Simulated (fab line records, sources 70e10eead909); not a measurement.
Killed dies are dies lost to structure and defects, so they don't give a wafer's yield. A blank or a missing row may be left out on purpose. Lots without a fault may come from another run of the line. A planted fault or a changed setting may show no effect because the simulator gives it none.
Which tool did it? | flow nand_harc | 14 lots, 42 wafers sampled, at 2 steps of a route of 1302

WHAT THE GAUGES READ, wafer by wafer
NHARC_A_ONON_D2_THK_MEAS_24: measures by ellipsometry.
lot  | measured     | on            | thk_nm (nm)
L629 | day 12 19:45 | film_metro-02 | 1001 1003 1001
L631 | day 13 07:36 | film_metro-01 | 1006 1006 1005
L633 | day 14 04:44 | film_metro-02 | 1018 1017 1016
L632 | day 14 04:44 | film_metro-01 | 998 997 998
L634 | day 15 00:29 | film_metro-01 | 988 987 987
L635 | day 15 06:12 | film_metro-02 | 1003 1001 1001
L637 | day 16 12:53 | film_metro-01 | 1008 1009 1009
L639 | day 17 15:43 | film_metro-02 | 1002 1001 1001
L641 | day 17 20:10 | film_metro-01 | 1013 1011 1012
L648 | day 21 05:46 | film_metro-01 | 1011 1010 1013
L649 | day 21 21:45 | film_metro-02 | 1009 1010 1009
L650 | day 21 21:45 | film_metro-01 | 1001 1000 999
L652 | day 22 10:48 | film_metro-01 | 995 996 995
L651 | day 22 10:48 | film_metro-02 | 985 986 987

WHICH TOOL RAN EACH LOT (tool, then ch and the chambers of the sampled wafers, then the start)
lot  | NHARC_A_DECK1_JOINT_CMP_02
L629 | cmp-01 ch 0,3, day 12 05:15
L631 | cmp-01 ch 0,2,3, day 12 19:12
L633 | cmp-02 ch 0,1,3, day 13 16:19
L632 | cmp-03 ch 1,3, day 13 16:21
L634 | cmp-02 ch 0,1,2, day 14 12:18
L635 | cmp-03 ch 2,3, day 14 17:46
L637 | cmp-01 ch 0,2,3, day 15 23:56
L639 | cmp-02 ch 0,1,2, day 16 16:28
L641 | cmp-03 ch 0,1, day 17 06:46
L648 | cmp-03 ch 0,2,3, day 20 17:27
L649 | cmp-02 ch 0,1,3, day 21 08:25
L650 | cmp-03 ch 0,1,2, day 21 08:25
L652 | cmp-01 ch 0,2,3, day 21 22:04
L651 | cmp-03 ch 0,1,3, day 21 22:04
- NHARC_A_DECK1_JOINT_CMP_02: polishes SiOx.

WHAT THE TOOLS THEMSELVES READ (means of the sampled wafers that have a number; where no wafer has one, the mark that the record gives instead)
NHARC_A_DECK1_JOINT_CMP_02.
lot  | tool   | motor_current_A (A) | slurry_flow_ml_min
L629 | cmp-01 | 11.8                | 149.9
L631 | cmp-01 | 11.6                | 150.1
L633 | cmp-02 | 12.3                | 150.2
L632 | cmp-03 | 11.4                | 149.6
L634 | cmp-02 | 12.3                | 150.0
L635 | cmp-03 | 11.4                | 150.0
L637 | cmp-01 | 11.6                | 149.5
L639 | cmp-02 | 12.2                | 150.1
L641 | cmp-03 | 12.1                | 149.7
L648 | cmp-03 | 11.5                | 149.9
L649 | cmp-02 | 12.6                | 149.9
L650 | cmp-03 | 12.1                | 150.2
L652 | cmp-01 | 11.5                | 150.1
L651 | cmp-03 | 11.8                | 149.7

THE ANSWER, worked out from the rows above alone
Rule: what is usual is taken from the lots themselves. Put in order of their means at a reading, lots are off if they are a third of the lots or fewer, leave a main group of 4 or more, and stand apart from it by a gap of 3 or more times the standard deviation of the main group's means; of several such gaps the widest counts. A main group whose means are all the same, to the digits that the tables above print for the reading, isn't used. A lot without any number at a reading at which 4 lots or more have one is off too. The other lots that the step has rows for count as sound. The gauges are gone through in route order, then the tools' own readings, and for those a lot's mean is taken as printed above. The first step at which some lot is off is used, and at that step the reading that is off furthest; a lot without a number counts as furthest.
No lot is off at any reading shown: from this, nothing can be told.

WHAT THE SIMULATOR HAD PUT IN
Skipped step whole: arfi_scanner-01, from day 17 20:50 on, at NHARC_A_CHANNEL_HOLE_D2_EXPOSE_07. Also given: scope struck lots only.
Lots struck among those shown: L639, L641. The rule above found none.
